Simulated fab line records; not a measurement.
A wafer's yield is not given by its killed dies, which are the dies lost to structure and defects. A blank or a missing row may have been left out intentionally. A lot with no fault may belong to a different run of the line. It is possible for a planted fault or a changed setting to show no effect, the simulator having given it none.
Chamber matching ; flow nand_harc ; NHARC_P_M2_STRIP_18 on rie_diel-07: 4 sister chambers
The step strips in N2/H2. 8 wafers are shown with their chamber, then 8 later ones without.

WAFERS, EACH WITH ITS CHAMBER
wafer;chamber;drypump_motor_current_A (A);oes_product_au (a.u.)
L573.3;3;5.41;0.978
L575.2;3;5.42;1.007
L575.4;2;6.02;1.000
L575.6;2;6.02;1.003
L574.2;1;5.50;1.016
L574.3;0;5.91;1.019
L574.6;1;5.51;1.007
L578.1;0;5.88;1.021

WAFERS WITHOUT THEIR CHAMBER
wafer;drypump_motor_current_A (A);oes_product_au (a.u.)
L578.4;5.54;1.005
L578.5;5.37;0.987
L584.1;5.43;0.972
L584.2;6.02;1.017
L584.5;5.43;0.979
L587.2;5.84;0.999
L587.4;5.52;0.986
L587.6;5.87;1.012

THE CHAMBER EACH PASSED THROUGH
wafer;from the rows above;in truth
L578.4;1;1
L578.5;3;3
L584.1;3;3
L584.2;2;2
L584.5;3;3
L587.2;0;0
L587.4;1;1
L587.6;0;0
Placed correctly: 8 of 8. Can't be placed from these rows: 0. Placed wrongly: 0.
How it was worked out, from the rows above alone: a wafer's distance from a chamber is the root of the sum, over the readings, of the square of ((its reading less the chamber's mean) divided by the reading's scatter). If the next closest chamber is less than 2 further off than the closest, the wafer can't be placed; otherwise it belongs to the closest. The mean given for a chamber averages the wafers shown for that chamber. The scatter is the square root of a quotient: the sum, over the shown wafers, of each reading's squared deviation from its chamber's mean, divided by wafers minus chambers.
